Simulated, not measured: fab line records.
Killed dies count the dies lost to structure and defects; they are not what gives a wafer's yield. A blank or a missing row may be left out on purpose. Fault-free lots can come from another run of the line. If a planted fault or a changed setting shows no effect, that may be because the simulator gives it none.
A struck lot beside a sound one / flow nand harc / 14 steps out of a route of 1159
Sound: the wafers L873.1, L873.2, L873.5. Struck: wafers L881.2, L881.5, L881.6. Last of all comes the cause.
Each step with rows lists, per side, the tool, then ch with its chambers, then its first start. Under that, the readings that differ: sound wafers / struck wafers / difference of the means / sigmas: that difference in standard deviations of wafers without a fault.
alike: same words and numbers on both sides, and readings whose means sit less than 2 such deviations apart. not compared: any withheld reading, any reading some wafer has no value for, any bound like >300 that may hide the same value, and any number with overlapping values for which the record gives no deviation.
A row with sigmas, a row that says differs or no value, or rows on one side alone: a step with any of these is where the two part. When numbers do not overlap yet have no deviation, they are printed without sigmas and do not part them. A reading that every wafer of one side lacks parts them only if that side has two wafers or more.

NHARC_P_M1_CMP_23: polishes, t overpolish 20 s, target thk 157.82 nm.
  sound on cmp-02 ch 1,2,3, day 8 19:31; struck on cmp-03 ch 0,1, day 10 12:23
  alike: motor current A, time to endpoint s
NHARC_P_M1_THK_MEAS_24: measures by xrf.
  sound: film metro-01 at day 8 19:46; struck: film metro-02 at day 10 12:40
  alike: thk nm
next, for these wafers, 1 step has no rows: NHARC_P_M1_SRD_25.
NHARC_P_M1_INSPECT_27:
  sound: defect inspect-01 at day 8 19:56; struck: defect inspect-01 at day 10 12:49
  alike: raw defect count
NHARC_P_M1_PRE_CLEAN_32: time 12 s.
  sound on pecvd-02 ch 0,1,2, day 8 20:00; struck on pecvd-02 ch 1,2, day 10 12:54
  alike: heater power w
NHARC_P_M1_DEP_33: deposits SiCN, target thk 30 nm.
  sound on pecvd-02 ch 0,1,2, day 8 20:05; struck on pecvd-02 ch 1,2, day 10 13:01
  alike: heater power w
then, 5 steps without rows for these wafers: NHARC_P_M2_DEP_00 (deposits SiOC, target thk 182.5 nm); NHARC_P_M2_DEHYDRATE_01 (time 120 s); NHARC_P_M2_HMDS_02 (time 30 s); NHARC_P_M2_COAT_34 (time 65 s); NHARC_P_M2_COAT_03 (resist thk 90 nm).
NHARC_P_M2_SOFTBAKE_04: time 55 s.
  sound on litho track-01 ch 0, day 8 20:00; struck on litho track-06 ch 0, day 10 13:00
reading=heater power total W (W); sound=188.40 188.76 188.73; struck=323.01 323.25 323.09; difference=+134.49; sigmas=+99 or more
  alike: exhaust pa
next, for these wafers, 1 step has no rows: NHARC_P_M2_EBR_05.
NHARC_END_SORT_01:
  the record has rows for the sound wafers here (prober-01 ch 0, day 21 22:32) and none for the struck ones

WHERE THEY PART
Last at NHARC_END_SORT_01 as far as this record goes, first at NHARC_P_M2_SOFTBAKE_04.

WHY: what had been put in by the simulator
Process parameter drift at NHARC_P_M2_SOFTBAKE_04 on litho track-06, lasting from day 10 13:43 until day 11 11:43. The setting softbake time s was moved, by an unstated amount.
